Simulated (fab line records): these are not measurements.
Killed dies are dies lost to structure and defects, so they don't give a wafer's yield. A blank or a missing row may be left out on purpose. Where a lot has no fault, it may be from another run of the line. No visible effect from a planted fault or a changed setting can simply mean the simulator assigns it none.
Matching of chambers / flow n5 finfet / cvd co-02 running N5_BEOL_M2_CO_CAP_55: 3 sister chambers
The step material Co, precursor CCTBA/H2, target thk 2 nm, time 102.1 s. 14 wafers are shown with their chamber, then 7 later ones without.

== EACH WAFER AND ITS CHAMBER ==
wafer=L653.4; chamber=1; heater power w (W)=222
wafer=L653.5; chamber=2; heater power w (W)=263
wafer=L653.6; chamber=0; heater power w (W)=228
wafer=L656.1; chamber=0; heater power w (W)=226
wafer=L656.3; chamber=1; heater power w (W)=227
wafer=L656.4; chamber=2; heater power w (W)=265
wafer=L657.2; chamber=1; heater power w (W)=222
wafer=L657.5; chamber=0; heater power w (W)=224
wafer=L657.6; chamber=1; heater power w (W)=228
wafer=L662.1; chamber=2; heater power w (W)=267
wafer=L662.4; chamber=1; heater power w (W)=224
wafer=L662.5; chamber=0; heater power w (W)=224
wafer=L663.4; chamber=0; heater power w (W)=228
wafer=L663.5; chamber=1; heater power w (W)=225

SIGNATURES, as means of the wafers listed above
reading=heater power w; chamber 0=226.00; chamber 1=224.67; chamber 2=265.00; scatter within a chamber=2.24
Rule: a wafer's distance from a chamber is the root of the sum, over the readings, of the square of ((its reading less the chamber's mean) divided by the reading's scatter). The wafer belongs to the nearest chamber; if the next one is less than 2 further off, it can't be placed. The scatter is the square root of a quotient: the sum, over the shown wafers, of each reading's squared deviation from its chamber's mean, divided by wafers minus chambers.

== WAFERS MISSING THEIR CHAMBER ==
wafer=L663.6; heater power w (W)=259
wafer=L672.1; heater power w (W)=222
wafer=L672.5; heater power w (W)=231
wafer=L672.6; heater power w (W)=230
wafer=L673.1; heater power w (W)=266
wafer=L673.2; heater power w (W)=230
wafer=L673.3; heater power w (W)=229

== CHAMBER TAKEN BY EACH ==
wafer=L663.6; from the rows above=2; in truth=2
wafer=L672.1; from the rows above=can't be placed: 1 or 0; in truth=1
wafer=L672.5; from the rows above=can't be placed: 0 or 1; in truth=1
wafer=L672.6; from the rows above=can't be placed: 0 or 1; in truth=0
wafer=L673.1; from the rows above=2; in truth=2
wafer=L673.2; from the rows above=can't be placed: 0 or 1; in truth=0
wafer=L673.3; from the rows above=can't be placed: 0 or 1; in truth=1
Correctly placed: 2 of 7. Unplaceable from these rows: 5, with the true chamber sitting among the candidates in 5. 0 placed wrongly.
